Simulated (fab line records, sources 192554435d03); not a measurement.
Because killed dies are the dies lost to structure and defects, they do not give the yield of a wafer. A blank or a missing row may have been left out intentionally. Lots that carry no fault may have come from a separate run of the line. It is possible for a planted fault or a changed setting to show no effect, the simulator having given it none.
Matching of chambers + flow n5 finfet + N5_BEOL_M9_DESCUM_16 on rie diel-03: 3 sister chambers
The step chemistry O2, time 7.9 s. 3 wafers are shown with their chamber, then 4 later ones without.

== WAFERS PAIRED WITH THEIR CHAMBERS ==
| wafer  | chamber | throttle valve pct (%) |
|--------|---------|------------------------|
| L084.6 | 1       | 20.29                  |
| L091.1 | 0       | 21.05                  |
| L091.3 | 3       | 20.50                  |

== WAFERS WITH NO CHAMBER GIVEN ==
| wafer  | throttle valve pct (%) |
|--------|------------------------|
| L091.6 | 20.30                  |
| L092.4 | 20.30                  |
| L095.2 | 20.52                  |
| L095.5 | 20.52                  |

== WHICH CHAMBER EACH WENT THROUGH ==
| wafer  | from the rows above | in truth |
|--------|---------------------|----------|
| L091.6 | 1                   | 1        |
| L092.4 | 1                   | 1        |
| L095.2 | 3                   | 3        |
| L095.5 | 3                   | 3        |
Correct placement for 4 of the 4. Not placeable from these rows: 0. 0 placed wrongly.
How it was worked out, from the rows above alone: a wafer's distance from a chamber is the root of the sum, over the readings, of the square of ((its reading less the chamber's mean) divided by the reading's scatter). The wafer belongs to the nearest chamber; if the next one is less than 2 further off, it can't be placed. A chamber's mean is the mean of its shown wafers. The scatter (one wafer shown for each chamber): square how far every hidden wafer sits from the nearest shown wafer, average those squares and take the square root.
